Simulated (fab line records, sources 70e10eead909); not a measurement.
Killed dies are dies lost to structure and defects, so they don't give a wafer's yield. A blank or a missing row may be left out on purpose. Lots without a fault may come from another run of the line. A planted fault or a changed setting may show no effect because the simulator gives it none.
Which tool did it? | flow nand_harc | 7 lots, 20 wafers sampled, at 4 steps of a route of 1302

WHAT THE GAUGES READ, wafer by wafer
NHARC_A_ONON_D2_THK_MEAS_02: measures by ellipsometry.
lot  | measured     | on            | thk_nm (nm)
L157 | day 12 21:22 | film_metro-02 | 995 997 994
L160 | day 13 20:23 | film_metro-02 | 988 987 986
L161 | day 14 13:18 | film_metro-02 | 1008 1008 1009
L162 | day 15 06:59 | film_metro-02 | 1010 1011 1011
L166 | day 17 05:43 | film_metro-02 | 1083 1084
L175 | day 20 12:02 | film_metro-02 | 994 994 994
L178 | day 22 01:34 | film_metro-02 | 1018 1019 1018

WHICH TOOL RAN EACH LOT (tool, then ch and the chambers of the sampled wafers, then the start)
lot  | NHARC_A_CHANNEL_FILL_D1_STRIP_28   | NHARC_A_DECK1_JOINT_CMP_13    | NHARC_A_ONON_D2_DEP_00
L157 | rie_diel-02 ch 0,2, day 10 10:04   | cmp-02 ch 1,3, day 11 20:50   | pecvd_onon-02 ch 0, day 12 20:52
L160 | rie_diel-09 ch 1,2,3, day 11 06:59 | cmp-02 ch 0,2,3, day 12 16:52 | pecvd_onon-03 ch 0, day 13 19:52
L161 | rie_diel-10 ch 1,2,3, day 11 20:50 | cmp-02 ch 1,2,3, day 13 06:50 | pecvd_onon-03 ch 0, day 14 12:55
L162 | rie_diel-02 ch 0,2,3, day 12 21:34 | cmp-03 ch 0,1, day 14 07:12   | pecvd_onon-01 ch 0, day 15 06:35
L166 | rie_diel-10 ch 2,3, day 14 09:53   | cmp-01 ch 0,3, day 15 22:34   | pecvd_onon-03 ch 0, day 17 05:26
L175 | rie_diel-09 ch 1,2, day 17 20:15   | cmp-03 ch 1,3, day 19 11:45   | pecvd_onon-03 ch 0, day 20 11:35
L178 | rie_diel-10 ch 0,1,2, day 19 06:29 | cmp-01 ch 2,3, day 20 17:24   | pecvd_onon-03 ch 0, day 22 01:03
- NHARC_A_CHANNEL_FILL_D1_STRIP_28: strips in O2, time 20 s.
- NHARC_A_DECK1_JOINT_CMP_13: polishes, target thk 51.023 nm.
- NHARC_A_ONON_D2_DEP_00: target thk 1000 nm.

THE ANSWER, worked out from the rows above alone
Rule: what is usual is taken from the lots themselves. Put in order of their means at a reading, lots are off if they are a third of the lots or fewer, leave a main group of 4 or more, and stand apart from it by a gap of 3 or more times the standard deviation of the main group's means; of several such gaps the widest counts. A main group whose means are all the same, to the digits that the tables above print for the reading, isn't used. A lot without any number at a reading at which 4 lots or more have one is off too. The other lots that the step has rows for count as sound.
Off: L166, at NHARC_A_ONON_D2_THK_MEAS_02 (thk_nm). The main group: mean 1002 nm, standard deviation 11.
A tool fits if, at a process step before that reading, it ran every lot that is off, and no sound lot after the first of them. The gauges at NHARC_A_ONON_D2_THK_MEAS_02 are tried like those tools. None of those tried fits.

WHAT THE SIMULATOR HAD PUT IN
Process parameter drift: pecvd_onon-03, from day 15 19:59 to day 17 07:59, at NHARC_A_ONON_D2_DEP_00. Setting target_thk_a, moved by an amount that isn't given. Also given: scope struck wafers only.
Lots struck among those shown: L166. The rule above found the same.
